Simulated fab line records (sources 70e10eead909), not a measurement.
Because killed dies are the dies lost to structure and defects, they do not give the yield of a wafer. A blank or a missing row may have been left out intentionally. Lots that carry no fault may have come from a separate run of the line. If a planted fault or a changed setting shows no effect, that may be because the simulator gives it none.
Which of the tools did it? | flow nand harc | 13 lots, 39 wafers sampled, at 6 steps of a route of 1302

== WHAT EACH GAUGE READ, for each wafer ==
NHARC_A_ONON_D1_THK_MEAS_05: measures by ellipsometry. Usual: 1002 nm for thk nm, sd 10.
lot  | measured     | on            | thk nm (nm)    | flag
L871 | day 8 08:16  | film metro-01 | 1001 1002 1003 |
L872 | day 8 17:22  | film metro-01 | 985 985 984    |
L873 | day 9 01:24  | film metro-01 | 1008 1008 1008 |
L875 | day 10 06:13 | film metro-02 | 1003 1002 1002 |
L877 | day 10 15:55 | film metro-01 | 994 994 993    |
L878 | day 11 10:23 | film metro-02 | 1009 1009 1008 |
L881 | day 12 08:16 | film metro-01 | 1004 1003 1003 |
L882 | day 12 18:52 | film metro-02 | 1003 1003 1003 |
L888 | day 15 04:28 | film metro-01 | 997 999 1001   |
L889 | day 15 18:32 | film metro-01 | 991 988 990    |
L891 | day 16 09:53 | film metro-02 | 986 985 987    |
L890 | day 16 13:42 | film metro-01 | 1010 1008 1008 |
L893 | day 17 15:32 | film metro-01 | 1001 1001 1003 |

NHARC_A_ONON_D1_THK_MEAS_08: measures by ellipsometry. Usual: 1001 nm for thk nm, sd 9.5.
lot  | measured     | on            | thk nm (nm)    | flag
L871 | day 8 08:50  | film metro-02 | 1016 1016 1016 |
L872 | day 8 17:56  | film metro-02 | 991 992 992    |
L873 | day 9 01:58  | film metro-02 | 984 985 983    |
L875 | day 10 06:47 | film metro-02 | 988 988 988    |
L877 | day 10 16:29 | film metro-02 | 999 998 998    |
L878 | day 11 10:57 | film metro-02 | 1010 1009 1010 |
L881 | day 12 08:50 | film metro-02 | 1010 1011 1011 |
L882 | day 12 19:26 | film metro-01 | 985 988 986    |
L888 | day 15 05:02 | film metro-01 | 988 989 988    |
L889 | day 15 19:05 | film metro-02 | 993 994 993    |
L891 | day 16 10:28 | film metro-02 | 1007 1009 1006 |
L890 | day 16 14:16 | film metro-01 | 1002 1001 1001 |
L893 | day 17 16:07 | film metro-02 | 1009 1012 1011 |

NHARC_A_ONON_D1_THK_MEAS_21: measures by ellipsometry. Usual: 1001 nm for thk nm, sd 13.
lot  | measured     | on            | thk nm (nm)    | flag
L871 | day 8 18:35  | film metro-01 | 1007 1006 1005 |
L872 | day 9 03:30  | film metro-01 | 1010 1008 1010 |
L873 | day 9 11:27  | film metro-01 | 1008 1007 1007 |
L875 | day 10 16:37 | film metro-01 | 1007 1006 1005 |
L877 | day 11 02:13 | film metro-02 | 1000 998 999   |
L878 | day 11 20:24 | film metro-02 | 971 970 971    |
L881 | day 12 18:34 | film metro-01 | 570 570 570    | OFF
L882 | day 13 08:56 | film metro-02 | 596 596 595    | OFF
L888 | day 15 14:29 | film metro-01 | 1010 1010 1010 |
L889 | day 16 06:06 | film metro-02 | 982 982 982    |
L891 | day 16 19:55 | film metro-01 | 1011 1012 1012 |
L890 | day 16 23:47 | film metro-01 | 986 983 984    |
L893 | day 18 02:57 | film metro-02 | 986 987 986    |

NHARC_END_SORT_01. Usual: killed at array 52, standard deviation 17; killed at other 0.9, standard deviation 1.2; killed at periphery 3.9, standard deviation 2.7; killed dies 57, standard deviation 16; killed open 3.3, standard deviation 1.9; killed short 2.5, standard deviation 1.5.
lot  | measured     | on        | killed at array | killed at other | killed at periphery | killed dies | killed open | killed short | flag
L881 | day 28 22:32 | prober-01 | 674 676 669     | 0 0 2           | 3 1 6               | 677 677 677 | 4 2 4       | 4 0 3        | OFF
L882 | day 29 06:17 | prober-02 | 663 668 667     | 2 1 3           | 12 8 7              | 677 677 677 | 3 2 6       | 2 2 1        | OFF

== EACH LOT AND THE TOOL THAT RAN IT (in order: tool; ch and the chambers of the sampled wafers; start) ==
lot  | NHARC_P_BONDPAD_ACTIVATE_29        | NHARC_A_ONON_D1_DEP_19
L871 | rie diel-05 ch 0,2,3, day 7 03:43  | pecvd onon-03 ch 0, day 8 18:08
L872 | rie diel-05 ch 0,1,2, day 7 14:49  | pecvd onon-03 ch 0, day 9 02:59
L873 | rie diel-12 ch 0,3, day 7 23:20    | pecvd onon-04 ch 0, day 9 10:58
L875 | rie diel-05 ch 2,3, day 9 01:50    | pecvd onon-02 ch 0, day 10 16:10
L877 | rie diel-12 ch 0,1, day 9 16:10    | pecvd onon-02 ch 0, day 11 01:42
L878 | rie diel-05 ch 1,2, day 10 07:44   | pecvd onon-03 ch 0, day 11 19:57
L881 | rie diel-05 ch 0,3, day 11 07:25   | pecvd onon-02 ch 0, day 12 18:07
L882 | rie diel-05 ch 0,1,2, day 11 18:43 | pecvd onon-02 ch 0, day 13 08:29
L888 | rie diel-12 ch 2,3, day 14 04:08   | pecvd onon-02 ch 0, day 15 13:58
L889 | rie diel-08 ch 1,2,3, day 14 14:53 | pecvd onon-04 ch 0, day 16 05:39
L891 | rie diel-12 ch 1,2, day 15 09:47   | pecvd onon-02 ch 0, day 16 19:25
L890 | rie diel-05 ch 2,3, day 15 13:07   | pecvd onon-04 ch 0, day 16 23:16
L893 | rie diel-12 ch 0,3, day 16 15:53   | pecvd onon-04 ch 0, day 18 02:30
- NHARC_P_BONDPAD_ACTIVATE_29: chemistry N2, time 60 s.
- NHARC_A_ONON_D1_DEP_19: target thk 1000 nm.

== WHAT THE TOOLS THEMSELVES READ (means of the sampled wafers that have a number; where no wafer has one, the mark that the record gives instead) ==
NHARC_P_BONDPAD_ACTIVATE_29. Usual: drypump motor current A 5.5 A, standard deviation 0.44; oes product au 0.999 a.u., standard deviation 0.012; rf vpp V 64.2 V, standard deviation 0.96; showerhead plenum p Torr 1.80 Torr, standard deviation 0.072.
lot  | tool        | drypump motor current A (A) | oes product au (a.u.) | rf vpp V (V) | showerhead plenum p Torr (Torr) | flag
L871 | rie diel-05 | 5.8                         | 1.006                 | 65.3         | 1.83                            |
L872 | rie diel-05 | 6.1                         | 1.007                 | 63.8         | 1.79                            |
L873 | rie diel-12 | 5.2                         | 0.986                 | 64.6         | 1.83                            |
L875 | rie diel-05 | 5.6                         | 1.004                 | 64.5         | 1.90                            |
L877 | rie diel-12 | 5.8                         | 0.990                 | 64.7         | 1.79                            |
L878 | rie diel-05 | 6.1                         | 1.002                 | 64.8         | 1.82                            |
L881 | rie diel-05 | 5.6                         | 1.007                 | 65.0         | 1.83                            |
L882 | rie diel-05 | 6.1                         | 0.995                 | 64.5         | 1.79                            |
L888 | rie diel-12 | 4.9                         | 1.003                 | 64.0         | 1.81                            |
L889 | rie diel-08 | 5.5                         | 1.000                 | 64.6         | 1.81                            |
L891 | rie diel-12 | 5.3                         | 0.986                 | 64.1         | 1.79                            |
L890 | rie diel-05 | 5.7                         | 0.997                 | 64.9         | 1.90                            |
L893 | rie diel-12 | 5.2                         | 0.997                 | 64.4         | 1.82                            |

NHARC_A_ONON_D1_DEP_19. Usual: 400.01 C for susceptor temp C, sd 0.19.
lot  | tool          | susceptor temp C (C) | flag
L871 | pecvd onon-03 | 399.91               |
L872 | pecvd onon-03 | 400.09               |
L873 | pecvd onon-04 | 399.97               |
L875 | pecvd onon-02 | 399.87               |
L877 | pecvd onon-02 | 400.22               |
L878 | pecvd onon-03 | 399.92               |
L881 | pecvd onon-02 | 399.89               |
L882 | pecvd onon-02 | 399.63               |
L888 | pecvd onon-02 | 399.91               |
L889 | pecvd onon-04 | 399.88               |
L891 | pecvd onon-02 | 400.06               |
L890 | pecvd onon-04 | 399.80               |
L893 | pecvd onon-04 | 400.33               |

== THE ANSWER, worked out from the rows above alone ==
Rule: a lot is off if the mean of its wafers that have a number lies more than 3 standard deviations from the usual mean. A lot without any number at a reading at which 4 lots or more have one is off too. The other lots that the step has rows for count as sound. The gauges are gone through in route order, then the tools' own readings, and for those a lot's mean is taken as printed above. The first step at which some lot is off is used, and at that step the reading that is off furthest; a lot without a number counts as furthest.
Off at NHARC_A_ONON_D1_THK_MEAS_21 (thk nm): L881, L882.
A tool fits if, at a process step before that reading, it ran every lot that is off, and no sound lot after the first of them. Not tried: the gauges at NHARC_A_ONON_D1_THK_MEAS_21; whatever is off there is also off at NHARC_END_SORT_01, on other tools, and gauge error can't account for it. None of those tried fits.

== WHAT THE SIMULATOR HAD INSERTED ==
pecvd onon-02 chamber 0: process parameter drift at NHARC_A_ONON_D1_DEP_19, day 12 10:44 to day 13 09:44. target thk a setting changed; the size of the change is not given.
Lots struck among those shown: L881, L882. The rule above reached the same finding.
